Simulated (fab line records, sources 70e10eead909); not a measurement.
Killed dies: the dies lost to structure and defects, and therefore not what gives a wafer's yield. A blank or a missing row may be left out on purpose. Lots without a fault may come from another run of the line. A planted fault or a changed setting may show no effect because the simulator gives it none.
Struck lot and sound lot, side by side / flow nand_harc / 15 steps out of a route of 1302
Sound: wafers L120.2, L120.5, L120.6. Wafers struck: L131.2, L131.3, L131.4. At the end, the cause is stated.
Order at every step that has rows: each side's tool, ch and its chambers, its first start. Under that, the readings that differ: sound wafers / struck wafers / difference of the means / sigmas: that difference in standard deviations of wafers without a fault.
alike: a reading whose means differ by less than 2 such deviations, as well as words and numbers matching on both sides. not compared: withheld readings; readings where some wafer has no value; bounds like >300 that might hide an equal value; numbers whose values overlap and for which the record gives no deviation.
A row with sigmas, a row that says differs or no value, or rows on one side alone: a step with any of these is where the two part. Non-overlapping numbers with no deviation appear without sigmas and do not part them. A reading that every wafer of one side lacks parts them only if that side has two wafers or more.

first, 3 steps without rows for these wafers: NHARC_A_CONTACT_ETCH_48 (etches the open film in CF4, target depth 39 nm, time 65 s); NHARC_A_CONTACT_ETCH_49 (etches the open film in N2/H2, target depth 260 nm, time 475.3 s); NHARC_A_CONTACT_ETCH_50 (etches the open film in CF4/CHF3, target depth 121 nm, time 60.5 s).
NHARC_A_CONTACT_ETCH_51: etches the open film in O2/COS, target depth 7000 nm, time 1820 s.
  sound: rie_diel-02 ch 2,3; struck: rie_diel-09 ch 0,2,3
  alike: bias_w, chamber_pressure_mTorr, drypump_motor_current_A, oes_product_au, rf_vpp_V, showerhead_plenum_p_Torr, throttle_valve_pct
  not compared: rf_hours_counter_h
NHARC_A_CONTACT_ETCH_111: etches the open film in C4F8/O2/Ar, time 140 s, target depth 700 nm.
  sound on har_cap_etch-01 ch 0,1, day 21 02:23; struck on har_cap_etch-01 ch 0,1, day 25 16:23
  alike: chamber_pressure_mTorr, oes_air_line_au
  not compared: rf_hours_counter_h
then, 2 steps without rows for these wafers: NHARC_A_CONTACT_ETCH_112 (etches the open film in C4F8/O2/Ar, time 190 s, target depth 1850 nm); NHARC_A_CONTACT_ETCH_113 (etches the open film in C4F8/O2/Ar, time 190 s, target depth 1850 nm).
NHARC_A_CONTACT_ETCH_114: etches the open film in C4F8/O2/Ar, time 190 s, target depth 1850 nm.
  sound on har_cap_etch-01 ch 0,1, day 21 02:55; struck on har_cap_etch-01 ch 0,1, day 25 16:56
  alike: chamber_pressure_mTorr, oes_air_line_au
  not compared: rf_hours_counter_h
NHARC_A_CONTACT_ETCH_115: etches the open film in C4F8/O2/Ar, time 190 s, target depth 1850 nm.
  sound on har_cap_etch-01 ch 0,1, day 21 03:05; struck on har_cap_etch-01 ch 0,1, day 25 17:07
  alike: chamber_pressure_mTorr, oes_air_line_au
  not compared: rf_hours_counter_h
then, 3 steps without rows for these wafers: NHARC_A_CONTACT_ETCH_116 (etches the open film in C4F8/O2/Ar, time 190 s, target depth 1850 nm); NHARC_A_CONTACT_ETCH_117 (etches the open film in C4F8/O2/Ar, time 190 s, target depth 1850 nm); NHARC_A_CONTACT_ETCH_118 (etches the open film in C4F8/O2/Ar, time 190 s, target depth 1850 nm).
NHARC_A_CONTACT_ETCH_119: etches the open film in C4F8/O2/Ar, time 190 s, target depth 1850 nm.
  sound on har_cap_etch-01 ch 0,1, day 21 03:46; struck on har_cap_etch-01 ch 0,1, day 25 17:47
  no value came back on the struck wafers for chamber_pressure_mTorr (mTorr), oes_air_line_au (a.u.); on the sound wafers chamber_pressure_mTorr (mTorr) reads 20.004 20.010 19.997
  not compared: rf_hours_counter_h
NHARC_A_CONTACT_ETCH_120: etches the open film in C4F8/O2/Ar, time 190 s, target depth 1850 nm.
  sound on har_cap_etch-01 ch 0,1, day 21 03:56; struck on har_cap_etch-01 ch 0,1, day 25 17:58
  alike: chamber_pressure_mTorr, oes_air_line_au
  not compared: rf_hours_counter_h
-- jump in the record: it breaks off in module A_CONTACT and resumes in module END (first step shown: number 1302 of the route), and 3 days separate the struck wafers' starts before and after --
NHARC_END_SORT_01:
  the record has rows for the struck wafers here (prober-02 ch 0, day 28 11:40) and none for the sound ones

## WHERE THEY PART
Earliest at NHARC_A_CONTACT_ETCH_119; latest, in this record, at NHARC_END_SORT_01.

WHY: the cause the simulator had injected
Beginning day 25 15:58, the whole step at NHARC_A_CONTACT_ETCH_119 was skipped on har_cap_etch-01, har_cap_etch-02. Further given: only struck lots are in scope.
